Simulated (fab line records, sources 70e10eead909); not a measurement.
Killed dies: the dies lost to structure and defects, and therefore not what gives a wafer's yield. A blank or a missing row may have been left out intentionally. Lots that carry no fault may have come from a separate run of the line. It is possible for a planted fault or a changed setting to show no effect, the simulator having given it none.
Chamber matching || flow nand_harc || NHARC_A_M0_CMP_23 on cmp-01 has 3 sister chambers
The step polishes, t overpolish 20 s, target thk 113.75 nm. 3 wafers are shown with their chamber, then 4 later ones without.

== WAFERS PAIRED WITH THEIR CHAMBERS ==
{"wafer": "L085.5", "chamber": 3, "time_to_endpoint_s (s)": 29.0}
{"wafer": "L088.6", "chamber": 2, "time_to_endpoint_s (s)": 31.0}
{"wafer": "L091.2", "chamber": 0, "time_to_endpoint_s (s)": 24.4}

== WAFERS MISSING THEIR CHAMBER ==
{"wafer": "L091.3", "time_to_endpoint_s (s)": 24.3}
{"wafer": "L091.5", "time_to_endpoint_s (s)": 27.6}
{"wafer": "L097.5", "time_to_endpoint_s (s)": 29.8}
{"wafer": "L096.2", "time_to_endpoint_s (s)": 27.7}

== CHAMBER TAKEN BY EACH ==
{"wafer": "L091.3", "from the rows above": 0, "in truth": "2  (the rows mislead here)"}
{"wafer": "L091.5", "from the rows above": "can't be placed: 3 or 0 or 2", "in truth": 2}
{"wafer": "L097.5", "from the rows above": "can't be placed: 3 or 2", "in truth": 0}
{"wafer": "L096.2", "from the rows above": "can't be placed: 3 or 0 or 2", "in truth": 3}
Correct placement for 0 of the 4. Can't be placed from these rows: 3 (the true chamber is among the candidates in 2). Number placed wrongly: 1.
How it was worked out, from the rows above alone: a wafer's distance from a chamber is the root of the sum, over the readings, of the square of ((its reading less the chamber's mean) divided by the reading's scatter). If the next closest chamber is less than 2 further off than the closest, the wafer can't be placed; otherwise it belongs to the closest. Each chamber's mean is taken over the wafers shown for it. The scatter: root of mean squared gap, hidden wafer to nearest shown wafer, with one shown wafer a chamber.
